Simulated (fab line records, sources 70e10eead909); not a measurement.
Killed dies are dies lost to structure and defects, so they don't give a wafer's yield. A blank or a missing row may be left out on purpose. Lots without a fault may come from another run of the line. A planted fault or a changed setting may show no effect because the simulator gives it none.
A struck lot beside a sound one | flow nand_harc | 14 steps out of a route of 1159
Sound: wafers L956.1, L956.3, L956.4. Struck: wafers L965.3, L965.4, L965.5. The cause comes at the end.
At each step with rows: each side's tool, then ch and its chambers, then its first start. Under that, the readings that differ: sound wafers | struck wafers | difference of the means | sigmas: that difference in standard deviations of wafers without a fault.
alike: readings whose means differ by less than 2 such deviations, and words and numbers that are the same on both sides. not compared: withheld readings, readings that some wafer has no value for, bounds like >300 that may hide the same value, and numbers for which the record gives no deviation and whose values overlap.
The two part at a step that has a row with sigmas, a row that says differs or no value, or rows on one side only. Numbers that don't overlap but have no deviation are shown without sigmas and don't part them. A reading that every wafer of one side lacks parts them only if that side has two wafers or more.

first, 4 steps without rows for these wafers: NHARC_A_M1_EBR_05; NHARC_A_M1_EXPOSE_06 (exposes mask A M1, target cd 120 nm); NHARC_A_M1_PEB_07 (peb time 65 s); NHARC_A_M1_DEVELOP_08 (develop time 35 s).
NHARC_A_M1_CD_MEAS_09: target cd 120 nm.
  sound on cd_sem-02 ch 0, day 17 22:58; struck on cd_sem-01 ch 0, day 19 20:52
  alike: cd_nm
NHARC_A_M1_OVL_MEAS_10: pitch 240 nm.
  sound on overlay-02, day 17 23:03; struck on overlay-02, day 19 20:57
  alike: overlay_x_nm, overlay_y_nm
NHARC_A_M1_INSPECT_11:
  sound on defect_inspect-02, day 17 23:05; struck on defect_inspect-02, day 19 20:59
  alike: raw_defect_count
NHARC_A_M1_DESCUM_14: chemistry O2, time 3 s.
  sound on rie_diel-03 ch 0,1,2, day 17 23:09; struck on rie_diel-03 ch 1,2,3, day 19 21:03
  alike: drypump_motor_current_A, oes_product_au, rf_vpp_V, showerhead_plenum_p_Torr, throttle_valve_pct
  not compared: rf_hours_counter_h
NHARC_A_M1_ETCH_35: etches the open film in N2/H2, target depth 40 nm, overetch 12 nm, time 43.94 s.
  sound on rie_diel-03 ch 0,1,2, day 17 23:14; struck on rie_diel-03 ch 1,2, day 19 21:08
  alike: bias_w, chamber_pressure_mTorr, drypump_motor_current_A, h2_flow_sccm, oes_product_au, rf_vpp_V, showerhead_plenum_p_Torr, throttle_valve_pct
  not compared: rf_hours_counter_h
NHARC_A_M1_ETCH_15: etches the open film in C4F8/Ar, target depth 182.5 nm, time 91.2 s.
  sound on rie_diel-03 ch 0,1,3; struck on rie_diel-03 ch 0,2,3
  reading               | sound             | struck            | difference | sigmas
  oes_product_au (a.u.) | 0.988 0.987 0.956 | 0.942 0.924 0.922 | -0.048     | -2
  alike: bias_w, chamber_pressure_mTorr, rf_vpp_V
  not compared: rf_hours_counter_h
NHARC_A_M1_CD_MEAS_16:
  sound on cd_sem-01, day 17 23:27; struck on cd_sem-03, day 19 21:22
  alike: cd_nm
NHARC_A_M1_STRIP_18: strips in N2/H2.
  sound on rie_diel-03 ch 0,2,3, day 17 23:32; struck on rie_diel-01 ch 1,2,3, day 19 21:29
  reading               | sound             | struck            | difference | sigmas
  h2_flow_sccm (sccm)   | 151.0 150.3 150.4 | 149.5 149.1 149.3 | -1.3       | -3
  oes_product_au (a.u.) | 1.009 1.007 0.990 | 0.990 0.990 0.982 | -0.015     | -2
  alike: drypump_motor_current_A, rf_vpp_V, showerhead_plenum_p_Torr, throttle_valve_pct
  not compared: rf_hours_counter_h
NHARC_A_M1_ETCH_28: etches the open film in CF4/N2, target depth 30 nm, time 72.99 s.
  sound on rie_diel-03 ch 1,2,3, day 17 23:46; struck on rie_diel-01 ch 0,2,3, day 19 21:40
  no value came back on the struck wafers for any of 8 readings (bias_w (W), cf4_flow_sccm (sccm) and others); on the sound wafers bias_w (W) reads 99.9 99.9 100.0
then, 1 step without rows for these wafers: NHARC_A_M1_STRIP_19 (strips in post etch residue remover, time 600 s).

WHERE THEY PART
First at NHARC_A_M1_ETCH_15; last, within this record, at NHARC_A_M1_ETCH_28.

WHY: what the simulator had put in
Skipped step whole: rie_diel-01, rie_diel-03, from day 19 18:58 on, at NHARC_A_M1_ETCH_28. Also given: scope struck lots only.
